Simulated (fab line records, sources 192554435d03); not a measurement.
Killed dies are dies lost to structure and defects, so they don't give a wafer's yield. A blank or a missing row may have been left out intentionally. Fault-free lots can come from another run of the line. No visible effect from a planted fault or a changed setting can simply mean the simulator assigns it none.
Matching of chambers :: flow n5 finfet :: N5_SD_EPI_P_ETCH_16 on rie diel-03 has 4 sister chambers
The step etches SiO2 in CHF3/O2, target depth 5 nm. 8 wafers are shown with their chamber, then 7 later ones without.

== WAFERS, EACH WITH ITS CHAMBER ==
wafer: L225.1
chamber: 3
drypump motor current A (A): 6.4
rf vpp V (V): 519

wafer: L225.5
chamber: 0
drypump motor current A (A): 5.1
rf vpp V (V): 564

wafer: L225.6
chamber: 2
drypump motor current A (A): 5.3
rf vpp V (V): 531

wafer: L227.1
chamber: 0
drypump motor current A (A): 5.1
rf vpp V (V): 564

wafer: L227.2
chamber: 2
drypump motor current A (A): 5.3
rf vpp V (V): 528

wafer: L227.4
chamber: 1
drypump motor current A (A): 5.4
rf vpp V (V): 564

wafer: L228.1
chamber: 1
drypump motor current A (A): 5.3
rf vpp V (V): 565

wafer: L228.2
chamber: 3
drypump motor current A (A): 6.3
rf vpp V (V): 518

== WAFERS WITHOUT THEIR CHAMBER ==
wafer: L228.3
drypump motor current A (A): 5.1
rf vpp V (V): 562

wafer: L230.3
drypump motor current A (A): 5.1
rf vpp V (V): 564

wafer: L230.4
drypump motor current A (A): 6.4
rf vpp V (V): 518

wafer: L230.6
drypump motor current A (A): 5.1
rf vpp V (V): 563

wafer: L231.2
drypump motor current A (A): 5.1
rf vpp V (V): 564

wafer: L231.5
drypump motor current A (A): 5.4
rf vpp V (V): 566

wafer: L231.6
drypump motor current A (A): 5.1
rf vpp V (V): 564

== EACH ONE'S CHAMBER ==
wafer: L228.3
from the rows above: 0
in truth: 0

wafer: L230.3
from the rows above: 0
in truth: 0

wafer: L230.4
from the rows above: 3
in truth: 3

wafer: L230.6
from the rows above: 0
in truth: 0

wafer: L231.2
from the rows above: 0
in truth: 0

wafer: L231.5
from the rows above: 1
in truth: 1

wafer: L231.6
from the rows above: 0
in truth: 0
7 of 7 placed correctly. Not placeable from these rows: 0. 0 placed wrongly.
How it was worked out, from the rows above alone: a wafer's distance from a chamber is the root of the sum, over the readings, of the square of ((its reading less the chamber's mean) divided by the reading's scatter). The wafer belongs to the nearest chamber; if the next one is less than 2 further off, it can't be placed. For every chamber, the mean is computed from those of its wafers that are shown. The scatter is the square root of a quotient: the sum, over the shown wafers, of each reading's squared deviation from its chamber's mean, divided by wafers minus chambers.
